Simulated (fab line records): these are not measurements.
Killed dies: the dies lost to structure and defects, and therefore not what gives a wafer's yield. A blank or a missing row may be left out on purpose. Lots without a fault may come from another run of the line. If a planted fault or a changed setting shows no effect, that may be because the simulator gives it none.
Which of the tools did it? / flow nand harc / 13 lots, 39 wafers sampled, at 5 steps of a route of 1302

WHAT THE GAUGES READ, wafer by wafer
NHARC_THIN_TSV_CD_MEAS_16. Usual: 999.3 nm for cd nm, sd 2.1.
lot=L953; measured=day 24 01:41; on=cd sem-01; cd nm (nm)=999.8 999.6 1000.9; flag=
lot=L954; measured=day 24 02:53; on=cd sem-03; cd nm (nm)=998.6 999.7 1000.4; flag=
lot=L955; measured=day 25 01:08; on=cd sem-03; cd nm (nm)=998.1 996.9 998.5; flag=
lot=L958; measured=day 25 14:13; on=cd sem-03; cd nm (nm)=996.1 997.6 996.1; flag=
lot=L961; measured=day 26 15:43; on=cd sem-02; cd nm (nm)=997.9 997.7 995.5; flag=
lot=L962; measured=day 27 23:10; on=cd sem-03; cd nm (nm)=996.9 996.7 998.4; flag=
lot=L963; measured=day 27 21:52; on=cd sem-02; cd nm (nm)=1003.5 1001.7 1000.1; flag=
lot=L965; measured=day 28 20:10; on=cd sem-01; cd nm (nm)=1000.8 1003.6 1003.8; flag=
lot=L964; measured=day 28 18:58; on=cd sem-02; cd nm (nm)=996.3 996.0 998.4; flag=
lot=L968; measured=day 30 09:51; on=cd sem-02; cd nm (nm)=1001.2 999.2 1001.0; flag=
lot=L969; measured=day 30 20:41; on=cd sem-01; cd nm (nm)=1000.4 999.7 996.4; flag=
lot=L971; measured=day 31 11:34; on=cd sem-01; cd nm (nm)=998.4 998.2 999.2; flag=
lot=L970; measured=day 31 06:58; on=cd sem-01; cd nm (nm)=1001.0 1002.4 997.1; flag=

NHARC_THIN_TSV_CD_MEAS_37. Usual: 5000.1 nm for cd nm, sd 2.8.
lot=L953; measured=day 24 08:02; on=cd sem-02; cd nm (nm)=5001.0 5000.0 5003.8; flag=
lot=L954; measured=day 24 09:10; on=cd sem-01; cd nm (nm)=5000.9 4999.7 5000.5; flag=
lot=L955; measured=day 25 07:44; on=cd sem-01; cd nm (nm)=4999.9 5000.1 5001.6; flag=
lot=L958; measured=day 25 20:43; on=cd sem-01; cd nm (nm)=4997.5 4999.9 4997.7; flag=
lot=L961; measured=day 26 22:22; on=cd sem-03; cd nm (nm)=4998.7 4999.3 4993.7; flag=
lot=L962; measured=day 28 05:52; on=cd sem-01; cd nm (nm)=4994.0 4996.3 4998.5; flag=
lot=L963; measured=day 28 04:29; on=cd sem-03; cd nm (nm)=5005.1 5004.8 5000.2; flag=
lot=L965; measured=day 29 03:47; on=cd sem-03; cd nm (nm)=5003.1 5004.7 5005.2; flag=
lot=L964; measured=day 29 02:10; on=cd sem-01; cd nm (nm)=4997.5 4994.7 4996.7; flag=
lot=L968; measured=day 30 16:05; on=cd sem-01; cd nm (nm)=5001.9 5001.4 4998.8; flag=
lot=L969; measured=day 31 03:04; on=cd sem-02; cd nm (nm)=5001.6 5002.8 4995.4; flag=
lot=L971; measured=day 31 17:55; on=cd sem-01; cd nm (nm)=4996.3 5000.7 4999.6; flag=
lot=L970; measured=day 31 13:19; on=cd sem-02; cd nm (nm)=5002.2 5003.3 4998.9; flag=

NHARC_END_SORT_01. Usual: killed at array 51, standard deviation 18; killed at other 1.0, standard deviation 1.2; killed at periphery 3.7, standard deviation 2.9; killed dies 55, standard deviation 19; killed open 3.5, standard deviation 1.9; killed short 2.6, standard deviation 1.6.
lot=L969; measured=day 31 10:37; on=prober-01; killed at array=95 123 109; killed at other=2 1 1; killed at periphery=8 6 4; killed dies=105 130 114; killed open=5 6 2; killed short=6 2 3; flag=OFF
lot=L971; measured=day 32 03:34; on=prober-01; killed at array=107 150 94; killed at other=1 4 1; killed at periphery=5 4 3; killed dies=113 158 98; killed open=5 5 2; killed short=1 3 1; flag=OFF

EACH LOT AND THE TOOL THAT RAN IT (in order: tool; ch and the chambers of the sampled wafers; start)
lot=L953; NHARC_A_STAIRCASE_ALD_420=ald hk-01 ch 0,1,3, day 17 07:45; NHARC_THIN_TSV_DESCUM_35=rie diel-07 ch 0,1,3, day 24 06:47
lot=L954; NHARC_A_STAIRCASE_ALD_420=ald hk-04 ch 0,2,3, day 17 20:20; NHARC_THIN_TSV_DESCUM_35=rie diel-08 ch 0,2,3, day 24 07:53
lot=L955; NHARC_A_STAIRCASE_ALD_420=ald hk-04 ch 0,2,3, day 18 05:43; NHARC_THIN_TSV_DESCUM_35=rie diel-08 ch 1,2,3, day 25 06:14
lot=L958; NHARC_A_STAIRCASE_ALD_420=ald hk-01 ch 0,1,3, day 19 04:15; NHARC_THIN_TSV_DESCUM_35=rie diel-08 ch 0,1,2, day 25 19:19
lot=L961; NHARC_A_STAIRCASE_ALD_420=ald hk-04 ch 1,3, day 20 15:56; NHARC_THIN_TSV_DESCUM_35=rie diel-01 ch 0,1,3, day 26 21:04
lot=L962; NHARC_A_STAIRCASE_ALD_420=ald hk-04 ch 1,2, day 21 12:07; NHARC_THIN_TSV_DESCUM_35=rie diel-08 ch 0,3, day 28 04:35
lot=L963; NHARC_A_STAIRCASE_ALD_420=ald hk-04 ch 0,2, day 21 14:04; NHARC_THIN_TSV_DESCUM_35=rie diel-08 ch 0,1, day 28 02:58
lot=L965; NHARC_A_STAIRCASE_ALD_420=ald hk-02 ch 0,2,3, day 22 11:55; NHARC_THIN_TSV_DESCUM_35=rie diel-07 ch 0,1,3, day 29 02:30
lot=L964; NHARC_A_STAIRCASE_ALD_420=ald hk-01 ch 0,3, day 22 13:17; NHARC_THIN_TSV_DESCUM_35=rie diel-07 ch 1,3, day 29 00:53
lot=L968; NHARC_A_STAIRCASE_ALD_420=ald hk-02 ch 0,1,2, day 23 22:31; NHARC_THIN_TSV_DESCUM_35=rie diel-08 ch 1,2,3, day 30 14:50
lot=L969; NHARC_A_STAIRCASE_ALD_420=ald hk-02 ch 2,3, day 24 08:28; NHARC_THIN_TSV_DESCUM_35=rie diel-08 ch 0,1, day 31 01:47
lot=L971; NHARC_A_STAIRCASE_ALD_420=ald hk-02 ch 1,2,3, day 24 19:16; NHARC_THIN_TSV_DESCUM_35=rie diel-07 ch 0,2,3, day 31 16:40
lot=L970; NHARC_A_STAIRCASE_ALD_420=ald hk-04 ch 0,2,3, day 24 20:51; NHARC_THIN_TSV_DESCUM_35=rie diel-01 ch 1,2, day 31 12:03
- NHARC_A_STAIRCASE_ALD_420: deposits SiO2, target thk 20 nm, pulse time 6 s, ald cycles 200.
- NHARC_THIN_TSV_DESCUM_35: chemistry O2, time 3 s.

AS READ BY THE TOOLS THEMSELVES (means over the sampled wafers that have a number; for cases with no such wafer, the mark the record gives instead)
NHARC_A_STAIRCASE_ALD_420. Usual: heater power w 457 W, standard deviation 41; precursor pulse height rel 1.001, standard deviation 0.019.
lot=L953; tool=ald hk-01; heater power w (W)=442; precursor pulse height rel=0.985; flag=
lot=L954; tool=ald hk-04; heater power w (W)=464; precursor pulse height rel=0.997; flag=
lot=L955; tool=ald hk-04; heater power w (W)=460; precursor pulse height rel=1.007; flag=
lot=L958; tool=ald hk-01; heater power w (W)=449; precursor pulse height rel=0.997; flag=
lot=L961; tool=ald hk-04; heater power w (W)=479; precursor pulse height rel=1.005; flag=
lot=L962; tool=ald hk-04; heater power w (W)=445; precursor pulse height rel=1.006; flag=
lot=L963; tool=ald hk-04; heater power w (W)=449; precursor pulse height rel=0.995; flag=
lot=L965; tool=ald hk-02; heater power w (W)=480; precursor pulse height rel=1.002; flag=
lot=L964; tool=ald hk-01; heater power w (W)=409; precursor pulse height rel=0.992; flag=
lot=L968; tool=ald hk-02; heater power w (W)=468; precursor pulse height rel=0.996; flag=
lot=L969; tool=ald hk-02; heater power w (W)=442; precursor pulse height rel=1.017; flag=
lot=L971; tool=ald hk-02; heater power w (W)=445; precursor pulse height rel=0.991; flag=
lot=L970; tool=ald hk-04; heater power w (W)=459; precursor pulse height rel=1.015; flag=

NHARC_THIN_TSV_DESCUM_35. Usual: chamber pressure mTorr 60.00 mTorr, standard deviation 0.053; drypump motor current A 5.8 A, standard deviation 0.49; oes product au 1.002 a.u., standard deviation 0.011; rf vpp V 57.7 V, standard deviation 0.79; showerhead plenum p Torr 1.91 Torr, standard deviation 0.084; throttle valve pct 11.310 %, standard deviation 0.01.
lot=L953; tool=rie diel-07; chamber pressure mTorr (mTorr)=60.02; drypump motor current A (A)=5.8; oes product au (a.u.)=1.009; rf vpp V (V)=57.5; showerhead plenum p Torr (Torr)=1.88; throttle valve pct (%)=11.303; flag=
lot=L954; tool=rie diel-08; chamber pressure mTorr (mTorr)=60.04; drypump motor current A (A)=5.5; oes product au (a.u.)=1.003; rf vpp V (V)=57.5; showerhead plenum p Torr (Torr)=1.93; throttle valve pct (%)=11.317; flag=
lot=L955; tool=rie diel-08; chamber pressure mTorr (mTorr)=60.00; drypump motor current A (A)=5.8; oes product au (a.u.)=1.009; rf vpp V (V)=58.0; showerhead plenum p Torr (Torr)=1.94; throttle valve pct (%)=11.300; flag=
lot=L958; tool=rie diel-08; chamber pressure mTorr (mTorr)=60.00; drypump motor current A (A)=5.8; oes product au (a.u.)=1.005; rf vpp V (V)=57.7; showerhead plenum p Torr (Torr)=1.91; throttle valve pct (%)=11.301; flag=
lot=L961; tool=rie diel-01; chamber pressure mTorr (mTorr)=60.01; drypump motor current A (A)=6.2; oes product au (a.u.)=1.001; rf vpp V (V)=58.3; showerhead plenum p Torr (Torr)=2.00; throttle valve pct (%)=11.306; flag=
lot=L962; tool=rie diel-08; chamber pressure mTorr (mTorr)=60.03; drypump motor current A (A)=5.0; oes product au (a.u.)=0.997; rf vpp V (V)=58.1; showerhead plenum p Torr (Torr)=1.91; throttle valve pct (%)=11.312; flag=
lot=L963; tool=rie diel-08; chamber pressure mTorr (mTorr)=59.96; drypump motor current A (A)=5.6; oes product au (a.u.)=0.992; rf vpp V (V)=57.3; showerhead plenum p Torr (Torr)=1.87; throttle valve pct (%)=11.308; flag=
lot=L965; tool=rie diel-07; chamber pressure mTorr (mTorr)=59.96; drypump motor current A (A)=5.8; oes product au (a.u.)=1.017; rf vpp V (V)=57.9; showerhead plenum p Torr (Torr)=1.88; throttle valve pct (%)=11.311; flag=
lot=L964; tool=rie diel-07; chamber pressure mTorr (mTorr)=60.09; drypump motor current A (A)=6.0; oes product au (a.u.)=1.001; rf vpp V (V)=57.1; showerhead plenum p Torr (Torr)=1.81; throttle valve pct (%)=11.317; flag=
lot=L968; tool=rie diel-08; chamber pressure mTorr (mTorr)=59.96; drypump motor current A (A)=5.7; oes product au (a.u.)=1.005; rf vpp V (V)=57.9; showerhead plenum p Torr (Torr)=1.94; throttle valve pct (%)=11.303; flag=
lot=L969; tool=rie diel-08; chamber pressure mTorr (mTorr)=60.02; drypump motor current A (A)=5.6; oes product au (a.u.)=0.991; rf vpp V (V)=58.1; showerhead plenum p Torr (Torr)=1.87; throttle valve pct (%)=11.313; flag=
lot=L971; tool=rie diel-07; chamber pressure mTorr (mTorr)=60.06; drypump motor current A (A)=5.9; oes product au (a.u.)=1.004; rf vpp V (V)=58.0; showerhead plenum p Torr (Torr)=1.90; throttle valve pct (%)=11.306; flag=
lot=L970; tool=rie diel-01; chamber pressure mTorr (mTorr)=59.96; drypump motor current A (A)=5.6; oes product au (a.u.)=1.005; rf vpp V (V)=57.7; showerhead plenum p Torr (Torr)=1.86; throttle valve pct (%)=11.318; flag=

THE ANSWER, worked out from the rows above alone
Rule: a lot counts as off when the mean over its wafers that have a number is more than 3 standard deviations away from the usual mean. A lot without any number at a reading at which 4 lots or more have one is off too. Any other lot the step has rows for is counted as sound. After the gauges, taken in route order, come the tools' own readings; for these a lot's mean is taken, as printed above. At the first step where some lot is off, the reading lying furthest off is the one used; lots without a number count as furthest.
Off, at NHARC_END_SORT_01 on killed at array: L969, L971. Neither off nor sound, because the step has no rows for them: L953, L954, L955, L958, L961, L962, L963, L965, L964, L968, L970.
A tool fits if, at a process step before that reading, it ran every lot that is off, and no sound lot after the first of them. The gauges at NHARC_END_SORT_01 are tried like those tools. 2 tools fit, ald hk-02 at NHARC_A_STAIRCASE_ALD_420 and prober-01 at NHARC_END_SORT_01, so this cannot tell which one it is.

WHAT THE SIMULATOR HAD INSERTED
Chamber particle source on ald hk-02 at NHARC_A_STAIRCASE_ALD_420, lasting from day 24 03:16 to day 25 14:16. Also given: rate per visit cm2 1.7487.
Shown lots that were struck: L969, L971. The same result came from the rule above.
